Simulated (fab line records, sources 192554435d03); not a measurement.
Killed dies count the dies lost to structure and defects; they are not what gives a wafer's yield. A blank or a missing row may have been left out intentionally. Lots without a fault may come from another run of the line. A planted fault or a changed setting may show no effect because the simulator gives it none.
fab line records	flow n5-finfet
record lots=4	wafers=11	last-day=16
route steps=1938 shown SD_EPI_N@269 SD_EPI_P@295 SD_ACTIVATION@334 BEOL_M4@1111 PASSIVATION@1936
lots that met no fault: taken from a fault-free run of the same line
start-h: hours from the record's opening day to when the first of the lot's shown wafers began	wait-h: hours elapsed since this lot's preceding step	" unchanged from the row above	L1.1+2: several wafers, shown together as one row	- no value, or no start was given	* or withheld: withheld	< > ~ a bound
route shown NAME@n: names a module that has steps shown in the file, with the first one's number in the route	usual: mean/standard deviation taken from wafers without a fault	same: alike in all rows	chamber/n: place in a boat	sites: the reading at each site	_std_site: the standard deviation of these	_edge_site: mean of outer sites minus mean of inner sites	radius-mm: for every site, how far away it sits from the centre of the wafer	mask NAME#n: copy n	behind: the tool/chamber that last shaped the wafer	hold: what put the lot on hold/how long, in hours/how the hold closed	device: which transistor (n, p or np) failed to switch	end of line: the route-end tests of the same wafers	a step without rows: its recipe alone	killed: at the first sort, the dies lost to defects and structure; wafer yield is something else	map: a wafer's dies, marking killed ones x, the rest . and places with no die _
set.NAME: setting as actually run; set.NAME@STEP: the setting as run at that earlier step	model.NAME: the simulator's own value behind a step, which no gauge read
lots seen at some steps along the route; tables by step, rows by wafer
services: from which hour (start-h, from the record's first day; less than 0 if before it) a tool's chamber was out of use, for how many hours, and why
## steps
# step N5_SD_EPI_N_DEVELOP_08
# recipe develop-time-s=30	developer=TMAH	resist=CAR-ArF-block	dev-temp-c=23	rinse-liquid=diw	dry=air-spin
# step N5_SD_EPI_N_DESCUM_14
# recipe chemistry=O2	time-s=7.9	source-power-w=50	bias-power-w=20	pressure-mtorr=20	rf-frequency-hz=2.712e+07	temp-c=40	resist=CAR-ArF-block	o2-flow-sccm=225
# step N5_SD_EPI_N_ETCH_34
# recipe chemistry=CF4	target=SiARC	target-depth-a=455	mask-material=CAR-ArF-block	time-s=75.8	ion-energy-ev=80	pressure-mtorr=40	source-w=545	bias-w=36	Ar_flow_sccm=100	cf4-flow-sccm=100	ends=cleared
# step N5_SD_EPI_N_ETCH_35
# recipe chemistry=N2/H2	target=SOC	overetch-a=1080	mask-material=SiARC	temp-c=40	ion-energy-ev=100	source-w=3000	bias-w=133	pressure-mtorr=20	time-s=486	n2-flow-sccm=200	h2-flow-sccm=200
# step N5_SD_EPI_N_STRIP_36
# recipe chemistry=N2/H2	temp-c=40	n2-flow-sccm=200	h2-flow-sccm=200	rf-frequency-hz=6e+07
# step N5_SD_EPI_N_ETCHBACK_44
# recipe chemistry=CH3F/O2	mode=anisotropic-etchback	target=SiNx	target-depth-a=145	stop-on=SiO2	over-etch-frac=0.3	ion-energy-ev=120	pressure-mtorr=30	source-w=395	bias-w=73	Ar_flow_sccm=150	CH3F_flow_sccm=30	O2_flow_sccm=20
# step N5_SD_EPI_N_ETCH_45
# recipe chemistry=CH3F/O2	target=SiOCN	target-depth-a=60	mask-material=SOC	ion-energy-ev=60	bias-w=29	pressure-mtorr=15	source-w=410	Ar_flow_sccm=150	CH3F_flow_sccm=30	O2_flow_sccm=20
# step N5_SD_EPI_N_ETCH_16
# recipe chemistry=CHF3/O2	target=SiO2	target-depth-a=50	mask-material=SOC	pressure-mtorr=30	source-w=650	bias-w=170	Ar_flow_sccm=200	CHF3_flow_sccm=50	O2_flow_sccm=5	ion-energy-ev=200
# step N5_SD_EPI_N_STRIP_47
# recipe chemistry=CHF3/O2	resist=SiARC	rf-frequency-hz=6e+07
# step N5_SD_EPI_N_SD_RECESS_17
# recipe chemistry=HBr/Cl2/O2	target-depth-a=410	mask-material=SOC	time-s=23.7	bt-time-s=3	pressure-mtorr=10	icp-w=800	bias-w=112	HBr_flow_sccm=150	Cl2_flow_sccm=80	O2_flow_sccm=12
# usual HBr_flow_sccm=150.0/0.45	drypump-motor-current-A=5.8/0.4	oes-product-au=1.008/0.017	throttle-valve-pct=37.0/0.34
lot.wafer	tool	chamber	start-h	wait-h	HBr_flow_sccm	drypump-motor-current-A	oes-product-au	rf-hours-counter-h	throttle-valve-pct
L956.3	rie-si-04	2	74.35	0.0	149.5	5.8	0.993	166	37.1
L956.4	"	0	"	"	150.1	4.9	1.025	164	36.3
L956.6	"	1	"	"	149.8	5.7	1.015	-	36.8
L960.2	rie-si-04	2	98.45	0.0	149.6	5.7	0.992	167	37.1
L960.5	"	2	"	"	149.6	5.7	0.985	-	37.1
L960.6	"	3	"	"	149.8	6.2	1.022	-	36.7
L962.1	rie-si-04	2	110.61	0.0	149.8	5.7	0.984	167	37.2
L962.3	"	0	"	"	149.3	4.9	1.019	165	36.3
L962.6	"	2	"	"	149.9	5.7	1.003	-	37.1
L970.2	rie-si-02	0	157.53	0.0	149.8	6.2	1.022	84	37.0
L970.6	"	1	"	"	150.3	6.0	1.023	-	37.1
# step N5_SD_EPI_N_STRIP_38
# recipe chemistry=N2/H2	power-w=1000	temp-c=250	h2-frac=0.65	overash-fraction=0.3	pressure-mtorr=withheld	n2-flow-sccm=1750	h2-flow-sccm=3250
# step N5_SD_EPI_N_WET_ETCH_43
# recipe chemistry=dHF	dilution=withheld	time-s=14	target=SiO2	target-depth-a=15	temp-c=25
# step N5_SD_EPI_N_STRIP_18
# recipe chemistry=SPM	time-s=750	temp-c=130	h2so4-h2o2-vol-ratio=4
# step N5_SD_EPI_N_SRD_20
# recipe dry=ipa-marangoni	do-ppb=5	time-s=30	temp-c=23	rinse-liquid=diw
# step N5_SD_EPI_N_PRECLEAN_48
# recipe chemistry=NF3:NH3	afs-cycles=2	temp-c=30	time-s=20	sublimation-temp-c=180	sublimation-time-s=60	pressure-torr=3	rf-power-w=30
# step N5_SD_EPI_N_VAPOR_ETCH_50
# recipe chemistry=HCl	target=Si	temp-c=775	time-s=54	pressure-torr=20	mode=isotropic
# step N5_SD_EPI_N_EPI_21
# recipe material=Si:P	dopant=P	temp-c=680	pressure-torr=255	time-s=690
# step N5_SD_EPI_N_PRECLEAN_24
# recipe chemistry=O3/DIW	time-s=60	temp-c=22	o3-ppm=10
# step N5_SD_EPI_N_SRD_25
# recipe time-s=30	temp-c=23	rinse-liquid=diw	dry=ipa-marangoni
# step N5_SD_EPI_N_PRECLEAN_49
# recipe chemistry=NF3:NH3	afs-cycles=1	temp-c=30	time-s=20	sublimation-temp-c=180	sublimation-time-s=60	pressure-torr=3	rf-power-w=30
# step N5_SD_EPI_N_LINER_46
# recipe material=SiNx	target-thk-a=30	temp-c=400	ald-precursor-family=SiH2I2	ald-co-reactant=N2/H2-plasma	pressure-torr=2
# step N5_SD_EPI_N_INSPECT_26
# recipe inspect-instrument=darkfield	mode=post-epi
# usual raw-defect-count=191/43
lot.wafer	tool	chamber	start-h	wait-h	raw-defect-count
L956.3	defect-inspect-02	-	78.01	0.1	187
L956.4	"	-	"	"	243
L956.6	"	-	"	"	209
L960.2	defect-inspect-02	-	102.11	0.1	718
L960.5	"	-	"	"	775
L960.6	"	-	"	"	209
L962.1	defect-inspect-01	-	113.89	0.1	642
L962.3	"	-	"	"	157
L962.6	"	-	"	"	698
L970.2	defect-inspect-02	-	160.80	0.1	215
L970.6	"	-	"	"	221
# step N5_SD_EPI_P_COAT_34
# recipe resist=SOC	temp-c=250	time-s=60	spin-rpm=1500	resist-thk-nm=350
# step N5_SD_EPI_P_COAT_35
# recipe resist=SiARC	temp-c=220	time-s=60	spin-rpm=1500	resist-thk-nm=35
# step N5_SD_EPI_P_COAT_03
# recipe resist=CAR-ArF-block	spin-rpm=1500	resist-thk-nm=150
# step N5_SD_EPI_P_EBR_05
# recipe solvent=PGMEA	ebr-width-mm=1.5
# step N5_SD_EPI_P_SOFTBAKE_04
# recipe temp-c=110	time-s=60	resist=CAR-ArF-block
# step N5_SD_EPI_P_EXPOSE_06
# recipe mask-id=SD_P_BLK	na=1.35	source-shape=conventional	sigma-outer=0.8	polarization=unpolarized	target-cd-nm=240	dose-mj=39.5
# step N5_SD_EPI_P_PEB_07
# recipe peb-temp-c=110	peb-time-s=60	resist=CAR-ArF-block
# step N5_SD_EPI_P_DEVELOP_08
# recipe develop-time-s=30	developer=TMAH	resist=CAR-ArF-block	dev-temp-c=23	rinse-liquid=diw	dry=air-spin
# step N5_SD_EPI_P_INSPECT_11
# recipe mode=adi	inspect-instrument=macro
# usual raw-defect-count=2.1/1.4
lot.wafer	tool	chamber	start-h	wait-h	raw-defect-count
L956.3	defect-inspect-01	-	78.34	0.0	1
L956.4	"	-	"	"	2
L956.6	"	-	"	"	2
L960.2	defect-inspect-01	-	102.56	0.0	>300
L960.5	"	-	"	"	>300
L960.6	"	-	"	"	1
L962.1	defect-inspect-01	-	114.22	0.0	>300
L962.3	"	-	"	"	2
L962.6	"	-	"	"	>300
L970.2	defect-inspect-01	-	161.12	0.0	2
L970.6	"	-	"	"	3
# step N5_SD_EPI_P_DESCUM_14
# recipe chemistry=O2	time-s=7.9	source-power-w=50	bias-power-w=20	pressure-mtorr=20	rf-frequency-hz=2.712e+07	temp-c=40	resist=CAR-ArF-block	o2-flow-sccm=225
# step N5_SD_EPI_P_ETCH_36
# recipe chemistry=CF4	target=SiARC	target-depth-a=455	mask-material=CAR-ArF-block	time-s=75.8	ion-energy-ev=80	pressure-mtorr=40	source-w=545	bias-w=36	Ar_flow_sccm=100	cf4-flow-sccm=100	ends=cleared
# step N5_SD_EPI_P_ETCH_37
# recipe chemistry=N2/H2	target=SOC	overetch-a=1080	mask-material=SiARC	temp-c=40	ion-energy-ev=100	source-w=3000	bias-w=133	pressure-mtorr=20	time-s=486	n2-flow-sccm=200	h2-flow-sccm=200	ends=end-point
# step N5_SD_EPI_P_STRIP_38
# recipe chemistry=N2/H2	temp-c=40	n2-flow-sccm=200	h2-flow-sccm=200	rf-frequency-hz=6e+07
# step N5_SD_EPI_P_ETCHBACK_46
# recipe chemistry=CH3F/O2	mode=anisotropic-etchback	target=SiNx	target-depth-a=175	stop-on=SiO2	over-etch-frac=0.3	ion-energy-ev=120	pressure-mtorr=30	source-w=395	bias-w=73	Ar_flow_sccm=150	CH3F_flow_sccm=30	O2_flow_sccm=20
# step N5_SD_EPI_P_INSPECT_26
# recipe inspect-instrument=darkfield	mode=post-epi
# usual raw-defect-count=165/34
lot.wafer	tool	chamber	start-h	wait-h	raw-defect-count
L956.3	defect-inspect-02	-	82.16	0.0	173
L956.4	"	-	"	"	203
L956.6	"	-	"	"	170
L960.2	defect-inspect-01	-	106.31	0.0	673
L960.5	"	-	"	"	698
L960.6	"	-	"	"	133
L962.1	defect-inspect-02	-	118.30	0.0	633
L962.3	"	-	"	"	140
L962.6	"	-	"	"	654
L970.2	defect-inspect-02	-	164.90	0.0	180
L970.6	"	-	"	"	162
# step N5_SD_ACTIVATION_INSPECT_02
# recipe inspect-instrument=darkfield	mode=post-anneal
# usual raw-defect-count=162/32
lot.wafer	tool	chamber	start-h	wait-h	raw-defect-count
L956.3	defect-inspect-02	-	82.96	0.1	179
L956.4	"	-	"	"	219
L956.6	"	-	"	"	170
L960.2	defect-inspect-02	-	107.08	0.1	690
L960.5	"	-	"	"	705
L960.6	"	-	"	"	143
L962.1	defect-inspect-02	-	119.08	0.2	626
L962.3	"	-	"	"	149
L962.6	"	-	"	"	669
L970.2	defect-inspect-01	-	165.66	0.1	160
L970.6	"	-	"	"	147
# step N5_BEOL_M4_RC_MEAS_101
# usual DIBL_N=36.3/1.6	DIBL_P=36.2/2	IOFF_N=0.160/0.028	IOFF_P=0.21/0.036	ION_N=677/11	ION_P=465/6.9	SS_N=71.5/0.55	SS_P=73.3/0.64	VT_N=250/3	VT_P=-250/3.5
lot.wafer	tool	chamber	start-h	wait-h	DIBL_N[mV/V]	DIBL_P[mV/V]	IOFF_N[nA/um]	IOFF_P[nA/um]	ION_N[uA/um]	ION_P[uA/um]	SS_N[mV/dec]	SS_P[mV/dec]	VT_N[mV]	VT_P[mV]
L956.3	prober-01	0	200.47	0.3	34.3	35.0	0.133	0.18	672	462	70.8	72.0	251	-255
L956.4	"	0	"	"	36.3	37.6	0.171	0.21	676	466	71.5	73.9	249	-252
L956.6	"	0	"	"	34.3	34.3	0.136	0.18	688	469	70.8	73.1	249	-252
L960.2	prober-01	0	223.02	0.2	36.3	36.6	0.168	0.26	685	478	70.6	73.3	247	-246
L960.5	"	0	"	"	36.5	36.7	0.166	0.27	673	465	71.0	73.2	249	-245
L960.6	"	0	"	"	36.0	35.9	0.153	0.24	677	475	71.0	73.1	249	-244
L962.1	prober-01	0	238.41	0.0	37.8	40.2	0.183	0.24	669	455	72.0	74.2	250	-250
L962.3	"	0	"	"	36.9	38.4	0.185	0.20	682	457	72.1	73.4	248	-250
L962.6	"	0	"	"	35.4	36.7	0.150	0.19	673	458	71.8	73.1	249	-254
L970.2	prober-01	0	280.61	0.2	37.2	37.2	0.156	0.20	675	459	71.4	73.1	252	-251
L970.6	"	0	"	"	37.4	38.1	0.176	0.22	680	465	72.3	73.5	249	-249
# step N5_PASSIVATION_PROBE_49
# usual defect-limited-yield=91.2/1.5	killed_at_M0_to_M3=36/10	killed_at_M4_up=13/6	killed-at-contacts=11/5.2	killed-at-front-end=40/11	killed-at-other=3.1/2.9	killed-dies=104/17	killed-on-rim=14/3.6	killed-open=66/12	killed-short=34/7.7	sort_bin_5_function=5.1/0.91	sort_bin_6_memory=3.2/0.67	sort-n-pass=1076/17	sort-yield-pct=91.2/1.5
# same gross-dies=1180	killed-at-back-side=0	sort_bin_4_leakage[%]=0	sort_bin_8_speed[%]=0
lot.wafer	tool	chamber	start-h	wait-h	defect-limited-yield[%]	killed_at_M0_to_M3	killed_at_M4_up	killed-at-contacts	killed-at-front-end	killed-at-other	killed-dies	killed-on-rim	killed-open	killed-short	sort_bin_5_function[%]	sort_bin_6_memory[%]	sort-n-pass	sort-yield-pct[%]
L956.3	prober-01	-	301.11	0.4	90.7	36	23	19	28	4	110	11	73	31	5.2	3.6	1070	90.7
L956.4	prober-01	-	301.16	0.4	91.4	45	17	12	22	6	102	18	68	32	5.3	2.9	1078	91.4
L956.6	prober-01	-	301.26	0.5	90.3	33	29	11	28	14	115	16	75	37	5.1	4.2	1065	90.3
L960.2	prober-02	-	327.25	0.2	83.6	37	16	8	132	1	194	33	60	24	9.8	3.0	986	83.6
L960.5	prober-02	-	327.40	0.3	83.8	23	14	4	148	2	191	41	47	25	10.2	3.2	989	83.8
L960.6	prober-02	-	327.45	0.4	92.2	40	10	8	33	1	92	12	53	37	4.5	3.0	1088	92.2
L962.1	prober-02	-	339.95	0.0	84.6	32	8	10	131	1	182	26	51	28	10.0	3.6	998	84.6
L962.3	prober-02	-	340.05	0.1	91.4	33	13	13	41	2	102	16	61	37	4.9	3.2	1078	91.4
L962.6	prober-02	-	340.20	0.3	84.8	24	18	9	124	4	179	26	50	27	9.8	3.6	1001	84.8
# killed by level:class
L956.3 MOL_CONTACT_COAG:geometric-particle:open=16 BEOL_M4:geometric-particle:open=10 BEOL_M2:geometric-particle:open=8 BEOL_M1:geometric-particle:open=5 GATE_CUT:geometric-particle:short=4 BEOL_M0_SAQP:geometric-particle:open=4 BEOL_M0:geometric-particle:open=4 BEOL_M2:geometric-particle:short=4
L956.4 BEOL_M1:geometric-particle:open=11 MOL_CONTACT_COAG:geometric-particle:open=10 BEOL_M0_SAQP:geometric-particle:open=10 BEOL_M0_SAQP:geometric-particle:short=8 BEOL_M4:geometric-particle:open=7 STI_FIN_REVEAL:geometric-particle:open=5 BEOL_M3:geometric-particle:open=5 FIN_SAQP:geometric-particle:short=4
L956.6 BEOL_M4:geometric-particle:open=13 MOL_CONTACT_COAG:geometric-particle:open=10 STI_FIN_REVEAL:geometric-particle:open=7 GATE_CUT:geometric-particle:short=7 BEOL_M1:geometric-particle:open=7 BEOL_M2:geometric-particle:open=6 PASS1_CAP:geometric-particle:open=5 BEOL_M0:geometric-particle:open=5
L960.2 SD_EPI_N:unspecified=93 HKMG_FIN:area-etch=15 BEOL_M0_SAQP:geometric-particle:open=11 MOL_CONTACT_COAG:geometric-particle:open=8 BEOL_M2:geometric-particle:open=7 BEOL_M0_SAQP:geometric-particle:short=6 STI_FIN_REVEAL:geometric-particle:open=5 DUMMY_GATE:geometric-particle:open=5
L960.5 SD_EPI_N:unspecified=101 HKMG_FIN:area-etch=16 STI_FIN_REVEAL:geometric-particle:open=7 BEOL_M1:geometric-particle:open=6 ILD0:geometric-particle:open=5 GATE_CUT:geometric-particle:short=5 FIN_SAQP:geometric-particle:open=4 DUMMY_GATE:geometric-particle:open=3
L960.6 BEOL_M0_SAQP:geometric-particle:short=12 MOL_CONTACT_COAG:geometric-particle:open=8 STI_FIN_REVEAL:geometric-particle:open=7 BEOL_M0_SAQP:geometric-particle:open=7 FIN_SAQP:geometric-particle:open=5 BEOL_M1:geometric-particle:open=5 BEOL_M2:geometric-particle:short=5 STI_FIN_REVEAL:geometric-particle:short=4
L962.1 SD_EPI_N:unspecified=99 BEOL_M2:geometric-particle:open=12 DUMMY_GATE:geometric-particle:open=8 STI_FIN_REVEAL:geometric-particle:open=7 MOL_CONTACT_COAG:geometric-particle:open=6 BEOL_M0_SAQP:geometric-particle:short=5 MOL_CONTACT_COAG:geometric-particle:short=4 STARTING-WAFER:geometric-particle:short=4
L962.3 DUMMY_GATE:geometric-particle:open=11 MOL_CONTACT_COAG:geometric-particle:open=10 BEOL_M0_SAQP:geometric-particle:short=7 FIN_SAQP:geometric-particle:open=6 BEOL_M0:geometric-particle:open=6 BEOL_M3:geometric-particle:open=5 DUMMY_GATE:geometric-particle:short=4 GATE_CUT:geometric-particle:open=4
L962.6 SD_EPI_N:unspecified=98 STI_FIN_REVEAL:geometric-particle:open=7 MOL_CONTACT_COAG:geometric-particle:open=7 BEOL_M0_SAQP:geometric-particle:short=6 BEOL_M5:geometric-particle:open=5 DUMMY_GATE:geometric-particle:open=4 BEOL_M0_SAQP:geometric-particle:open=4 BEOL_M1:geometric-particle:open=4
# map L960.2 (x killed, . not)
_________________.....x......________________
______________.................._____________
___________x.x..x............x..xx.__________
__________x.xxx..x.........x..x....._________
________xxxxxxx...........x..........._______
_______xxxxxxxxx................xx.....______
______xxxxxxxxxx.x......................_____
_____xxxxxxxxxxxx.x..x..x................____
____xxxxxxxxxxxx.........x.........x......___
___xxxxxxxxxxxxx......x....................__
___xxxxxxxxxxx......x................x..x..__
__...x.xxxxxxx...x...x.......x.............._
__..xxxx..x..x.......................x......_
_.......x....x............xx..x...x....x.....
_.x.........x.....x...........x..............
_......x...x....x................x...........
_...x........................................
_...................x........................
_..............x.......xx..................x.
_.x......x...............x............xx.....
_.....x...........x..........................
__..........x..x.....x.x.........x.....x..x._
__.....................x.......x....x..xx..._
___....x.......x.......x.x.................__
___........x..x......x.....................__
____x....................................x___
_____......x..................x........x.____
______...x....x........................._____
_______x..x............................______
________......x..x....x.........x....x_______
__________..x.........x............._________
___________xx.x...x..........x.x..x__________
______________......x....x.....x_____________
_________________x.x.........________________
# map L962.1 (x killed, . not)
_________________.........x..________________
______________............xx...._____________
___________..xx.....x..............__________
__________..x..............x..x....x_________
________xx.xxxxxx..x.x...x.........x.._______
_______xxxxxx...................x......______
______xxxxxxxxxxx...................x..._____
_____xxxxxxxxxxx...................x.....____
____xxxxxxxxxxxxx.x....................x.x___
___xxxxxxxxxxxx...x........x..........xx...__
___.xxxxxxxxxxx...........x......x..x.x....__
__.xxxxxxxxxx...x.......x..................._
__.xx.xxx.xxx.x...xx....................x..._
_...xxxxxxx.....................x.....x......
_..x.....x.x........x..........x.............
_.....x.x.....xx..x........................x.
_.........x............x..x..........x.......
_x...................................x.......
_.......................x........x..........x
_................x..............x.......x....
_....x.......................................
__..........x.....x.xx...................x.._
__...........................x..........x..._
___.............x.........x.x.......x.x....__
___............x...........................__
____.....................x...x..x.........___
_____..................x.................____
______...............xx................._____
_______................................______
________.x.........................x.._______
__________...........x.............._________
___________..x.....................__________
______________..x...........x..._____________
_________________............________________
## services
tool	chamber	start-h	hours	kind
rie-si-04	2	66.32	3.5	repair
rie-si-04	1	125.49	-	clean
rie-si-04	1	125.49	23.0	scheduled-down
rie-si-04	1	125.49	23.0	vent-cycle
## key
first-sign step=N5_SD_EPI_N_INSPECT_26	reading=raw-defect-count	direction=up	sigmas=12	usual=191	struck=708
effect step=N5_SD_EPI_P_INSPECT_11	reading=raw-defect-count	direction=up	sigmas=99+	usual=2.1	struck=>300
effect step=N5_SD_EPI_P_INSPECT_26	reading=raw-defect-count	direction=up	sigmas=15	usual=165	struck=664
effect step=N5_SD_ACTIVATION_INSPECT_02	reading=raw-defect-count	direction=up	sigmas=16	usual=162	struck=672
effect step=N5_PASSIVATION_PROBE_49	reading=killed-at-front-end	direction=up	sigmas=8.5	usual=40	struck=134
more-kills-born-at N5_SD_EPI_N_SD_RECESS_17@rie-si-04=391
met-at N5_SD_EPI_N_SD_RECESS_17
struck-wafers L960.2,L960.5,L962.1,L962.6
baseline-loss step=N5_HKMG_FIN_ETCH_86	wafers=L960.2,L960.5
onset-between 74.35 98.45
fault kind=chamber-particle-source	tool=rie-si-04	chamber=2	onset-h=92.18	steps=N5_SD_EPI_N_SD_RECESS_17	rate-per-visit-cm2=0.80451	end-h=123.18
# baseline-loss: these wafers lose ten dies or more at that step, a loss of the line's own and not of a fault; the sort's usual values leave them out
